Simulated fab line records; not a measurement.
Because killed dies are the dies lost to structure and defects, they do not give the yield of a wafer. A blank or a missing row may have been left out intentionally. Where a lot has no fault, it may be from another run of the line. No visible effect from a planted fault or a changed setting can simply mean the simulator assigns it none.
Matching of chambers    flow n5Finfet    rieDiel-01 running N5_BEOL_M0_SAQP_ETCH_83: 4 sister chambers
The step etches SiARC in CF4, target depth 39 nm, time 65 s. 14 wafers are shown with their chamber, then 7 later ones without.

== WAFERS WITH THEIR CHAMBER ==
wafer   chamber  showerheadPlenumPTorr (Torr)  drypumpMotorCurrentA (A)  throttleValvePct (%)
L084.1  1        2.13                          6.0                       15.85
L084.4  2        2.21                          5.5                       16.00
L084.6  3        2.04                          6.5                       15.70
L086.2  1        2.13                          6.0                       15.86
L086.3  2        2.21                          5.5                       16.00
L086.4  0        2.14                          5.7                       15.87
L088.2  0        2.14                          5.8                       15.86
L088.5  1        2.13                          6.0                       15.85
L088.6  2        2.21                          5.5                       16.02
L089.2  0        2.14                          5.7                       15.87
L089.4  1        2.13                          6.0                       15.88
L089.5  1        2.13                          6.1                       15.85
L094.1  1        2.12                          6.1                       15.86
L094.2  0        2.13                          5.8                       15.89

SIGNATURES (means of the wafers above)
reading                chamber 0  chamber 1  chamber 2  chamber 3  scatter within a chamber
showerheadPlenumPTorr  2.1375     2.1283     2.2100     2.0400     0.00398
drypumpMotorCurrentA   5.750      6.033      5.500      6.500      0.0483
throttleValvePct       15.8725    15.8583    16.0067    15.7000    0.0119
Rule: distance of a wafer from a chamber = root of the sum over the readings of ((wafer's reading minus chamber's mean) / reading's scatter) squared. The wafer belongs to the nearest chamber; if the next one is less than 2 further off, it can't be placed. The scatter is the square root of a quotient: the sum, over the shown wafers, of each reading's squared deviation from its chamber's mean, divided by wafers minus chambers.

== WAFERS WITHOUT THEIR CHAMBER ==
wafer   showerheadPlenumPTorr (Torr)  drypumpMotorCurrentA (A)  throttleValvePct (%)
L094.3  2.21                          5.5                       16.02
L095.1  2.04                          6.5                       15.74
L095.4  2.21                          5.5                       16.03
L095.5  2.04                          6.4                       15.75
L096.3  2.13                          5.7                       15.90
L096.5  2.12                          6.0                       15.89
L096.6  2.13                          5.7                       15.92

== WHICH CHAMBER EACH WENT THROUGH ==
wafer   from the rows above  in truth
L094.3  2                    2
L095.1  3                    3
L095.4  2                    2
L095.5  3                    3
L096.3  0                    0
L096.5  1                    1
L096.6  0                    0
Correct placement for 7 of the 7. Can't be placed from these rows: 0. Placed wrongly: 0.
